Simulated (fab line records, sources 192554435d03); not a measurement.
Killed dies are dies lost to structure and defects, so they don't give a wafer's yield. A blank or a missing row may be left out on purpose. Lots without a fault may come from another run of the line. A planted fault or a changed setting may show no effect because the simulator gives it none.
Which tool did it? | flow n5_finfet | 9 lots, 27 wafers sampled, at 5 steps of a route of 1938

WHAT THE GAUGES READ, wafer by wafer
N5_BEOL_M4_RC_MEAS_101.
lot  | measured     | on        | DIBL_N (mV/V)  | DIBL_P (mV/V)  | IOFF_N (nA/um) | IOFF_N_85C (nA/um) | IOFF_N_LIN (nA/um) | IOFF_N_LONG (nA/um)         | IOFF_P (nA/um) | ION_N (uA/um) | ION_P (uA/um) | SS_N (mV/dec)  | SS_P (mV/dec)  | VT_N (mV)   | VT_N_LONG (mV)    | VT_P (mV)
L408 | day 8 20:34  | prober-01 | 35.7 33.3 34.0 | 35.2 34.2 35.0 | 0.16 0.12 0.12 | 3.2 2.4 2.5        | 0.066 0.055 0.058  | 5.54e-05 5.33e-05 5.25e-05  | 0.19 0.17 0.19 | 665 652 651   | 452 453 457   | 71.9 70.8 70.7 | 72.6 72.6 72.9 | 251 254 256 | 276.7 273.9 278.6 | -254 -253 -251
L411 | day 11 00:43 | prober-02 | 37.0 35.3 33.9 | 38.8 36.0 35.8 | 0.17 0.12 0.12 | 3.2 2.5 2.5        | 0.078 0.056 0.061  | 5.28e-05 5.3e-05 5.37e-05   | 0.20 0.16 0.17 | 672 641 678   | 458 444 461   | 71.5 71.7 70.7 | 72.0 72.7 72.2 | 248 255 252 | 274.7 280.2 279.0 | -249 -256 -253
L412 | day 11 03:40 | prober-01 | 40.9 37.9 39.6 | 41.8 38.4 40.5 | 0.28 0.17 0.23 | 4.9 3.3 4.2        | 0.114 0.075 0.094  | 5.38e-05 5.15e-05 5.15e-05  | 0.27 0.20 0.25 | 720 669 676   | 480 458 452   | 72.5 71.7 71.9 | 74.7 74.6 75.0 | 244 251 247 | 275.4 275.6 274.3 | -247 -252 -249
L414 | day 11 08:01 | prober-01 | 34.0 34.9 33.6 | 34.1 35.0 33.5 | 0.85 0.13 0.12 | 12.6 2.7 2.4       | 0.417 0.065 0.058  | 0.0003357 5.9e-05 5.91e-05  | 0.19 0.20 0.19 | 678 666 670   | 472 468 471   | 70.7 70.3 70.2 | 72.3 72.8 72.8 | 198 253 252 | 216.8 273.1 276.6 | -249 -247 -250
L415 | day 11 09:36 | prober-01 | 37.6 31.5 36.7 | 36.0 28.5 34.3 | 0.40 0.09 0.47 | 6.6 1.9 7.5        | 0.182 0.049 0.221  | 0.000112 5.91e-05 0.0001402 | 0.26 0.14 0.23 | 673 648 683   | 466 451 471   | 71.2 69.6 71.2 | 73.7 72.5 73.0 | 227 254 217 | 250.9 272.7 242.8 | -246 -254 -243
L418 | day 11 17:31 | prober-01 | 35.7 34.6 36.0 | 38.0 36.0 37.9 | 0.18 0.16 0.16 | 3.5 3.0 3.1        | 0.085 0.073 0.075  | 5.8e-05 5.79e-05 5.78e-05   | 0.21 0.18 0.20 | 688 691 665   | 468 468 458   | 71.6 71.2 71.8 | 73.2 72.8 73.8 | 247 248 250 | 273.5 272.7 272.3 | -251 -252 -252
L422 | day 13 04:14 | prober-01 | 34.2 37.1 35.1 | 33.9 35.9 34.9 | 0.14 0.18 0.14 | 2.8 3.6 2.9        | 0.068 0.081 0.067  | 5.74e-05 5.83e-05 5.63e-05  | 0.18 0.22 0.21 | 684 680 660   | 469 471 455   | 70.8 71.7 72.4 | 72.9 73.4 72.9 | 252 252 251 | 273.3 274.4 274.3 | -252 -249 -246
L425 | day 13 21:27 | prober-02 | 35.4 33.3 34.5 | 35.4 32.2 34.5 | 0.14 0.10 0.13 | 2.8 2.1 2.5        | 0.068 0.050 0.062  | 5.21e-05 5.19e-05 5.26e-05  | 0.22 0.17 0.21 | 663 647 674   | 456 452 474   | 70.9 70.8 71.5 | 73.0 72.6 72.9 | 250 258 255 | 278.4 277.8 276.6 | -248 -251 -250
L426 | day 14 07:34 | prober-01 | 33.8 38.3 32.8 | 34.0 38.9 33.3 | 0.13 0.21 0.12 | 2.6 3.9 2.5        | 0.064 0.094 0.063  | 5.72e-05 5.85e-05 5.79e-05  | 0.21 0.28 0.19 | 661 687 688   | 458 475 477   | 71.6 71.9 72.0 | 72.5 73.3 71.6 | 253 247 253 | 272.2 272.6 275.1 | -248 -245 -250

WHICH TOOL RAN EACH LOT (tool, then ch and the chambers of the sampled wafers, then the start)
lot  | N5_HKMG_FIN_ETCH_54               | N5_HKMG_FIN_ETCH_58               | N5_HKMG_FIN_ALD_79                 | N5_HKMG_FIN_CVD_62
L408 | rie_diel-03 ch 0,2,3, day 5 08:40 | rie_diel-03 ch 0,2,3, day 5 08:56 | ald_metal-03 ch 0,3, day 5 10:08   | thermal_cvd_si-01 ch 0,1,2, day 5 10:30
L411 | rie_diel-04 ch 2,3, day 6 03:02   | rie_diel-04 ch 2,3, day 6 03:17   | ald_metal-04 ch 0,1,2, day 6 04:26 | thermal_cvd_si-02 ch 0,2, day 6 04:47
L412 | rie_diel-03 ch 1,2,3, day 6 05:50 | rie_diel-03 ch 1,2,3, day 6 06:05 | ald_metal-02 ch 1,2,3, day 6 07:16 | thermal_cvd_si-01 ch 0,2, day 6 07:38
L414 | rie_diel-03 ch 0,3, day 6 20:16   | rie_diel-03 ch 0,3, day 6 20:31   | ald_metal-03 ch 1,2,3, day 6 21:46 | thermal_cvd_si-01 ch 0,1,2, day 6 22:00
L415 | rie_diel-03 ch 1,2,3, day 7 02:28 | rie_diel-03 ch 1,2,3, day 7 02:44 | ald_metal-04 ch 0,1,3, day 7 03:47 | thermal_cvd_si-02 ch 0,1, day 7 04:10
L418 | rie_diel-05 ch 0,1,3, day 8 00:16 | rie_diel-05 ch 0,1,3, day 8 00:32 | ald_metal-04 ch 0,1, day 8 01:36   | thermal_cvd_si-01 ch 0,2, day 8 01:58
L422 | rie_diel-04 ch 0,1,2, day 8 20:26 | rie_diel-04 ch 0,1,2, day 8 20:41 | ald_metal-04 ch 1,3, day 8 21:50   | thermal_cvd_si-01 ch 0,1,2, day 8 22:12
L425 | rie_diel-04 ch 1,2,3, day 9 12:47 | rie_diel-04 ch 1,2,3, day 9 13:02 | ald_metal-03 ch 0,1,2, day 9 14:07 | thermal_cvd_si-02 ch 1,2, day 9 14:28
L426 | rie_diel-04 ch 0,2, day 9 17:40   | rie_diel-04 ch 0,2, day 9 17:56   | ald_metal-02 ch 0,1,3, day 9 19:00 | thermal_cvd_si-01 ch 0,1,2, day 9 19:22
- N5_HKMG_FIN_ETCH_54: etches SiARC in CF4, target depth 45.5 nm, time 75.8 s.
- N5_HKMG_FIN_ETCH_58: etches SOC in N2/H2, target depth 215.8 nm, time 741 s.
- N5_HKMG_FIN_ALD_79: deposits TiN, target thk 1.5 nm, pulse time 1 s, purge time 3 s.
- N5_HKMG_FIN_CVD_62: deposits a-Si from Si2H6, target thk 3 nm, time 20.8 s.

WHAT THE TOOLS THEMSELVES READ (means of the sampled wafers that have a number; where no wafer has one, the mark that the record gives instead)
N5_HKMG_FIN_ETCH_54.
lot  | tool        | bias_w (W) | drypump_motor_current_A (A) | etch_rf_on_time_s (s) | oes_product_au (a.u.) | rf_vpp_V (V) | showerhead_plenum_p_Torr (Torr) | throttle_valve_pct (%)
L408 | rie_diel-03 | 36.06      | 5.7                         | 75                    | 0.69                  | 185.5        | 2.21                            | 15.66
L411 | rie_diel-04 | 35.93      | 6.0                         | 74                    | 0.82                  | 183.7        | 2.10                            | 15.37
L412 | rie_diel-03 | 35.97      | 5.8                         | 76                    | 0.77                  | 184.6        | 2.19                            | 15.62
L414 | rie_diel-03 | 35.93      | 5.6                         | 76                    | 0.62                  | 184.8        | 2.18                            | 15.65
L415 | rie_diel-03 | 36.03      | 5.8                         | 75                    | 0.76                  | 183.9        | 2.18                            | 15.63
L418 | rie_diel-05 | 36.02      | 5.6                         | 74                    | 0.65                  | 184.2        | 2.17                            | 15.61
L422 | rie_diel-04 | 36.04      | 5.8                         | 79                    | 0.64                  | 182.4        | 2.05                            | 15.41
L425 | rie_diel-04 | 36.00      | 6.0                         | 78                    | 0.69                  | 182.9        | 2.07                            | 15.37
L426 | rie_diel-04 | 36.02      | 5.7                         | 77                    | 0.69                  | 183.1        | 2.07                            | 15.40

N5_HKMG_FIN_ETCH_58.
lot  | tool        | bias_w (W) | drypump_motor_current_A (A) | oes_product_au (a.u.) | rf_vpp_V (V) | run_length_s (s) | showerhead_plenum_p_Torr (Torr) | throttle_valve_pct (%)
L408 | rie_diel-03 | 12.98      | 5.7                         | 0.82                  | 100.2        | 763.9            | 2.65                            | 17.96
L411 | rie_diel-04 | 13.00      | 6.1                         | 0.96                  | 98.5         | 764.0            | 2.48                            | 17.55
L412 | rie_diel-03 | 13.06      | 5.8                         | 0.90                  | 99.1         | 764.6            | 2.60                            | 17.89
L414 | rie_diel-03 | 13.01      | 5.6                         | 0.73                  | 99.1         | 720.8            | 2.62                            | 18.00
L415 | rie_diel-03 | 12.95      | 5.8                         | 0.88                  | 98.7         | 678.3            | 2.60                            | 17.91
L418 | rie_diel-05 | 12.97      | 5.6                         | 0.77                  | 99.1         | 764.8            | 2.58                            | 17.83
L422 | rie_diel-04 | 12.97      | 5.7                         | 0.75                  | 97.9         | 764.8            | 2.43                            | 17.60
L425 | rie_diel-04 | 13.04      | 6.0                         | 0.81                  | 98.6         | 764.0            | 2.45                            | 17.56
L426 | rie_diel-04 | 13.00      | 5.7                         | 0.79                  | 98.6         | 764.1            | 2.46                            | 17.70

N5_HKMG_FIN_ALD_79.
lot  | tool         | heater_power_w (W) | precursor_pulse_height_rel
L408 | ald_metal-03 | 890                | 0.996
L411 | ald_metal-04 | 825                | 1.002
L412 | ald_metal-02 | 852                | 1.007
L414 | ald_metal-03 | 881                | 0.981
L415 | ald_metal-04 | 836                | 0.997
L418 | ald_metal-04 | 790                | 0.999
L422 | ald_metal-04 | 895                | 1.004
L425 | ald_metal-03 | 948                | 1.003
L426 | ald_metal-02 | 816                | 1.000

N5_HKMG_FIN_CVD_62.
lot  | tool              | heater_power_w (W)
L408 | thermal_cvd_si-01 | 1379
L411 | thermal_cvd_si-02 | 1491
L412 | thermal_cvd_si-01 | 1385
L414 | thermal_cvd_si-01 | 1359
L415 | thermal_cvd_si-02 | 1492
L418 | thermal_cvd_si-01 | 1388
L422 | thermal_cvd_si-01 | 1391
L425 | thermal_cvd_si-02 | 1396
L426 | thermal_cvd_si-01 | 1370

THE ANSWER, worked out from the rows above alone
Rule: what is usual is taken from the lots themselves. Put in order of their means at a reading, lots are off if they are a third of the lots or fewer, leave a main group of 4 or more, and stand apart from it by a gap of 3 or more times the standard deviation of the main group's means; of several such gaps the widest counts. A main group whose means are all the same, to the digits that the tables above print for the reading, isn't used. A lot without any number at a reading at which 4 lots or more have one is off too. The other lots that the step has rows for count as sound. The gauges are gone through in route order, then the tools' own readings, and for those a lot's mean is taken as printed above. The first step at which some lot is off is used, and at that step the reading that is off furthest; a lot without a number counts as furthest.
Off: L414, L415, at N5_BEOL_M4_RC_MEAS_101 (IOFF_N_LONG). The main group: mean 5.49e-05 nA/um, standard deviation 2.5e-06.
A tool fits if, at a process step before that reading, it ran every lot that is off, and no sound lot after the first of them. The gauges at N5_BEOL_M4_RC_MEAS_101 aren't tried: what is off there is off at N5_HKMG_FIN_ETCH_58 too, on other tools, and a gauge's error can't cause that. One fits: rie_diel-03 at N5_HKMG_FIN_ETCH_54 and N5_HKMG_FIN_ETCH_58. At N5_HKMG_FIN_ETCH_54 its last sound lot is L412 (day 6 05:50), its first lot that is off L414 (day 6 20:16): a fault that began between those two fits.

WHAT THE SIMULATOR HAD PUT IN
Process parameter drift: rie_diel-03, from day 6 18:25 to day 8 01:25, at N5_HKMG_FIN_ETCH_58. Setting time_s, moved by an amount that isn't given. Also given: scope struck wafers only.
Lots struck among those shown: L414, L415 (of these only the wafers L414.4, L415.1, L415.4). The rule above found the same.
